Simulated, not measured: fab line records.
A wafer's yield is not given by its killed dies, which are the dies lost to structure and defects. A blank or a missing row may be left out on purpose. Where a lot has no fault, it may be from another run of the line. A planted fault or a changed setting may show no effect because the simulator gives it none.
A struck lot beside a sound one || flow n5Finfet || 40 steps out of a route of 1938
Sound: wafers L615.2, L615.3, L615.5. The struck wafers were L622.1, L622.5, L622.6. At the end, the cause is stated.
For every step that has rows: the tool of each side, followed by ch and its chambers, followed by its first start. Under that, the readings that differ: sound wafers || struck wafers || difference of the means || sigmas: that difference in standard deviations of wafers without a fault.
alike: readings with means less than 2 such deviations apart, plus words and numbers identical on both sides. not compared: withheld readings, readings lacking a value on some wafer, bounds such as >300 that could conceal the same value, and numbers that have no deviation in the record and whose values overlap.
A row with sigmas, a row that says differs or no value, or rows on one side alone: a step with any of these is where the two part. Numbers that don't overlap but have no deviation are shown without sigmas and don't part them. A reading missing from all wafers of one side parts the sides only when that side holds two or more wafers.

first, 12 steps without rows for these wafers: N5_HKMG_FIN_STRIP_19 (strips in N2/H2, time 360 s); N5_HKMG_FIN_ALD_91 (deposits TiN, target thk 1 nm, pulse time 1 s, purge time 3 s); N5_HKMG_FIN_COAT_85 (time 60 s, resist thk 300 nm); N5_HKMG_FIN_ETCH_86 (etches SOC in N2/H2, stops on TiN, target depth 393.2 nm); N5_HKMG_FIN_STRIP_89 (strips SOC in N2/H2, time 20 s); N5_HKMG_FIN_WET_ETCH_87 (etches TiN in SC1, time 154.2 s, target depth 4.7 nm, rinse time 30 s); N5_HKMG_FIN_STRIP_88 (strips in N2/H2, time 360 s); N5_HKMG_FIN_NWFM_ALD_20 (deposits TiAlC, target thk 2 nm, pulse time 3 s, purge time 2 s); N5_HKMG_FIN_ALD_71 (deposits TiN, target thk 1 nm, pulse time 1 s, purge time 3 s); N5_HKMG_FIN_COAT_66 (time 60 s, resist thk 300 nm); N5_HKMG_FIN_ETCH_67 (etches SOC in N2/H2, stops on TiN, target depth 388.9 nm); N5_HKMG_FIN_STRIP_90 (strips SOC in N2/H2, time 20 s).
N5_HKMG_FIN_WET_ETCH_73: etches the open film in SC1, time 42.3 s, target depth 1.3 nm, rinse time 30 s.
  sound on wetBench-06 ch 0,6,7, day 4 18:00; struck on wetBench-06 ch 1,2,4, day 6 12:47
  alike: nh4ohFlowMLMin
N5_HKMG_FIN_ETCHBACK_68: etches the open film in Cl2/Ar, stops on HfO2, target depth 0.5 nm.
  sound on rieMetal-03 ch 0, day 4 18:06; struck on rieMetal-03 ch 0,1, day 6 12:51
  alike: drypumpMotorCurrentA, oesProductAu, throttleValvePct
  not compared: rfHoursCounterH
then, 2 steps without rows for these wafers: N5_HKMG_FIN_STRIP_69 (strips in N2/H2, time 360 s); N5_HKMG_FIN_ALD_21 (deposits TiN, target thk 1.5 nm, pulse time 1 s, purge time 3 s).
N5_HKMG_FIN_ALD_72: deposits W, target thk 2 nm, pulse time 1 s, purge time 2 s.
  sound on cvdW-01 ch 0,1, day 4 19:04; struck on cvdW-02 ch 0,1, day 6 13:44
  alike: heaterPowerW, precursorPulseHeightRel
then, 3 steps without rows for these wafers: N5_HKMG_FIN_W_FILL_22 (material W, target thk 60 nm, time 18.2 s); N5_HKMG_FIN_PRECLEAN_83 (cleans in DIW, time 57.5 s); N5_HKMG_FIN_SRD_84 (dry time 32 s).
N5_HKMG_FIN_CMP_23: polishes, stops on SiNx, t overpolish 10 s, target thk 46.326 nm.
  sound on cmp-02 ch 2,3, day 4 19:19; struck on cmp-02 ch 0,3, day 6 13:55
  alike: motorCurrentA, overpolishRunS, timeToEndpointS
N5_HKMG_FIN_CMP_94: polishes, stops on SiNx, t overpolish 4.7 s, target thk 43.299 nm.
  sound on cmp-02 ch 2,3, day 4 19:45; struck on cmp-02 ch 0,3, day 6 14:23
  alike: motorCurrentA
then, 4 steps without rows for these wafers: N5_GATE_CUT_ETCHBACK_00 (etches W in SF6/Cl2); N5_GATE_CUT_ETCH_56 (etches TiN in Cl2/Ar, target depth 21.6 nm); N5_GATE_CUT_ETCHBACK_30 (etches TiN in Cl2/Ar, target depth 3 nm); N5_GATE_CUT_VAPOR_ETCH_60 (etches HfO2 in BCl3/Cl2).
N5_GATE_CUT_ETCH_58: etches SiNx in CH3F/O2, target depth 17 nm, time 128.6 s.
  sound on rieDiel-02 ch 0,2,3, day 4 20:32; struck on rieDiel-04 ch 0,3, day 6 14:57
  alike: drypumpMotorCurrentA, oesProductAu, rfVppV, showerheadPlenumPTorr, throttleValvePct
  not compared: rfHoursCounterH
then, 12 steps without rows for these wafers: N5_GATE_CUT_STRIP_59 (strips in N2/H2, time 20 s); N5_GATE_CUT_PRECLEAN_31 (cleans in DIW, time 300 s); N5_GATE_CUT_SRD_32 (time 30 s); N5_GATE_CUT_SAC_CAP_01 (material SiNx, target thk 24 nm, pulse time 1 s, ald cycles 480); N5_GATE_CUT_PECVD_57 (deposits SiNx from SiH4/NH3/N2, target thk 21 nm); N5_GATE_CUT_CMP_02 (polishes, stops on SiO2, t overpolish 12.7 s, target thk 0 nm); N5_GATE_CUT_HM_DEP_46 (deposits SiO2 from TEOS/O2, target thk 130 nm, time 26.6 s); N5_GATE_CUT_COAT_34 (time 60 s, resist thk 60 nm); N5_GATE_CUT_COAT_35 (time 60 s, resist thk 10 nm); N5_GATE_CUT_COAT_27 (time 60 s, resist thk 10 nm); N5_GATE_CUT_COAT_07 (resist thk 30 nm); N5_GATE_CUT_EBR_09.
-- record jumps: 8 days separate the struck wafers' starts on either side; left off in module GATE_CUT, taken up again in module PASSIVATION, whose first shown step is the route's number 1936 --
N5_PASSIVATION_PROBE_49:
  sound: prober-01 at day 11 21:04; struck: prober-01 at day 14 10:01
{"reading": "defectLimitedYield (%)", "sound": "90.7 88.2 91.9", "struck": "81.8 85.3 84.0", "difference": -6.6, "sigmas": -4}
{"reading": "killedAtFrontEnd", "sound": "51 61 51", "struck": "173 106 140", "difference": "+85", "sigmas": "+8"}
{"reading": "killedDies", "sound": "110 139 96", "struck": "215 173 189", "difference": "+77", "sigmas": "+4"}
{"reading": "killedOnRim", "sound": "12 20 19", "struck": "10 30 37", "difference": "+9", "sigmas": "+2"}
{"reading": "sort_bin_5_function (%)", "sound": "5.3 7.5 4.2", "struck": "11.7 7.4 10.6", "difference": "+4.2", "sigmas": "+4"}
{"reading": "sortNPass", "sound": "1070 1041 1084", "struck": "965 1007 991", "difference": -77, "sigmas": -4}
{"reading": "sortYieldPct (%)", "sound": "90.7 88.2 91.9", "struck": "81.8 85.3 84.0", "difference": -6.6, "sigmas": -4}
  alike: killed_at_M0_to_M3, killed_at_M4_up, killedAtContacts, killedAtOther, killedOpen, killedShort, sort_bin_6_memory, sort_bin_8_speed

WHERE THEY PART
Only at N5_PASSIVATION_PROBE_49, within this record.

WHY: what had been put in by the simulator
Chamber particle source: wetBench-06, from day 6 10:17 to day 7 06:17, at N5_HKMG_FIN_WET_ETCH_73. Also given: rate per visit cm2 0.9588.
